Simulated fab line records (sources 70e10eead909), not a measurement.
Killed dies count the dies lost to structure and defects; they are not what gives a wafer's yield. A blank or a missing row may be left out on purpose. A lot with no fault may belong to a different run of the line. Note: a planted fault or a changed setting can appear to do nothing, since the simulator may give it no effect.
Matching of chambers | flow nand_harc | NHARC_A_STAIRCASE_ETCH_169 on rie_diel-09: 4 sister chambers
The step etches the open film in CH3F/O2, target depth 50 nm, time 107.1 s. 8 wafers are shown with their chamber, then 7 later ones without.

## WAFERS, EACH WITH ITS CHAMBER
wafer  | chamber | drypump_motor_current_A (A) | showerhead_plenum_p_Torr (Torr)
L074.5 | 3       | 6.5                         | 2.55
L075.2 | 3       | 6.4                         | 2.55
L077.5 | 0       | 5.8                         | 2.38
L078.3 | 0       | 5.8                         | 2.38
L078.5 | 2       | 4.9                         | 2.51
L078.6 | 1       | 5.6                         | 2.47
L084.3 | 2       | 4.9                         | 2.50
L084.4 | 1       | 5.6                         | 2.47

## WAFERS WHOSE CHAMBER IS MISSING
wafer  | drypump_motor_current_A (A) | showerhead_plenum_p_Torr (Torr)
L084.6 | 5.6                         | 2.47
L091.1 | 5.6                         | 2.46
L091.2 | 6.4                         | 2.53
L091.4 | 5.8                         | 2.36
L096.1 | 6.5                         | 2.53
L096.2 | 5.6                         | 2.45
L096.5 | 4.9                         | 2.48

## THE CHAMBER EACH PASSED THROUGH
wafer  | from the rows above | in truth
L084.6 | 1                   | 1
L091.1 | 1                   | 1
L091.2 | 3                   | 3
L091.4 | 0                   | 0
L096.1 | 3                   | 3
L096.2 | 1                   | 1
L096.5 | 2                   | 2
Correct placement for 7 of the 7. From these rows, 0 cannot be placed. Wrongly placed: 0.
How it was worked out, from the rows above alone: a wafer's distance from a chamber is the root of the sum, over the readings, of the square of ((its reading less the chamber's mean) divided by the reading's scatter). The wafer belongs to the nearest chamber; if the next one is less than 2 further off, it can't be placed. Each chamber's mean is taken over the wafers shown for it. How the scatter is found: for the shown wafers, subtract from each reading the mean of its chamber, square and add these, divide the total by (wafers less chambers), then take the root.
